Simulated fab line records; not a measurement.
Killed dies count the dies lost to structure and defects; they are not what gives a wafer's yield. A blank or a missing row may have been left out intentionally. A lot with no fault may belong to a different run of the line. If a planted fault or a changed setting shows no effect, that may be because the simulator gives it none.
Chamber matching | flow n5Finfet | rieDiel-06 running N5_MOL_CONTACT_COAG_ETCH_124: 4 sister chambers
The step etches SiNx in CH3F/O2, stops on SiOC, target depth 6.5 nm. 14 wafers are shown with their chamber, then 7 later ones without.

== EACH WAFER AND ITS CHAMBER ==
wafer  | chamber | showerheadPlenumPTorr (Torr) | throttleValvePct (%) | oesProductAu (a.u.)
L074.1 | 2       | 2.07                         | 16.49                | 0.61
L074.2 | 0       | 1.95                         | 16.18                | 0.75
L074.3 | 3       | 2.00                         | 16.46                | 0.65
L078.1 | 3       | 1.99                         | 16.46                | 0.64
L078.5 | 0       | 1.95                         | 16.20                | 0.75
L078.6 | 2       | 2.07                         | 16.52                | 0.61
L079.1 | 0       | 1.95                         | 16.20                | 0.75
L079.3 | 3       | 1.99                         | 16.49                | 0.64
L079.5 | 0       | 1.95                         | 16.21                | 0.74
L087.2 | 1       | 2.01                         | 16.27                | 0.64
L087.3 | 2       | 2.06                         | 16.55                | 0.60
L087.5 | 2       | 2.06                         | 16.56                | 0.60
L091.1 | 0       | 1.94                         | 16.25                | 0.71
L091.3 | 2       | 2.06                         | 16.56                | 0.60

SIGNATURES (means of the wafers above)
reading               | chamber 0 | chamber 1 | chamber 2 | chamber 3 | scatter within a chamber
showerheadPlenumPTorr | 1.9480    | 2.0100    | 2.0640    | 1.9933    | 0.00516
throttleValvePct      | 16.2080   | 16.2700   | 16.5360   | 16.4700   | 0.0265
oesProductAu          | 0.7400    | 0.6400    | 0.6040    | 0.6433    | 0.0118
Rule: distance of a wafer from a chamber = root of the sum over the readings of ((wafer's reading minus chamber's mean) / reading's scatter) squared. The wafer belongs to the nearest chamber; if the next one is less than 2 further off, it can't be placed. The scatter: take each reading less its chamber's mean, square it, sum over the shown wafers, divide by the number of wafers less the number of chambers, and take the root.

== WAFERS MISSING THEIR CHAMBER ==
wafer  | showerheadPlenumPTorr (Torr) | throttleValvePct (%) | oesProductAu (a.u.)
L091.6 | 1.98                         | 16.52                | 0.62
L092.1 | 1.94                         | 16.24                | 0.71
L092.2 | 2.06                         | 16.57                | 0.59
L092.4 | 1.98                         | 16.53                | 0.62
L096.4 | 2.00                         | 16.28                | 0.63
L096.5 | 1.98                         | 16.54                | 0.61
L096.6 | 2.05                         | 16.58                | 0.59

== WHICH CHAMBER EACH WENT THROUGH ==
wafer  | from the rows above | in truth
L091.6 | 3                   | 3
L092.1 | 0                   | 0
L092.2 | 2                   | 2
L092.4 | 3                   | 3
L096.4 | 1                   | 1
L096.5 | 3                   | 3
L096.6 | 2                   | 2
Correctly placed: 7 of 7. From these rows, 0 cannot be placed. 0 placed wrongly.
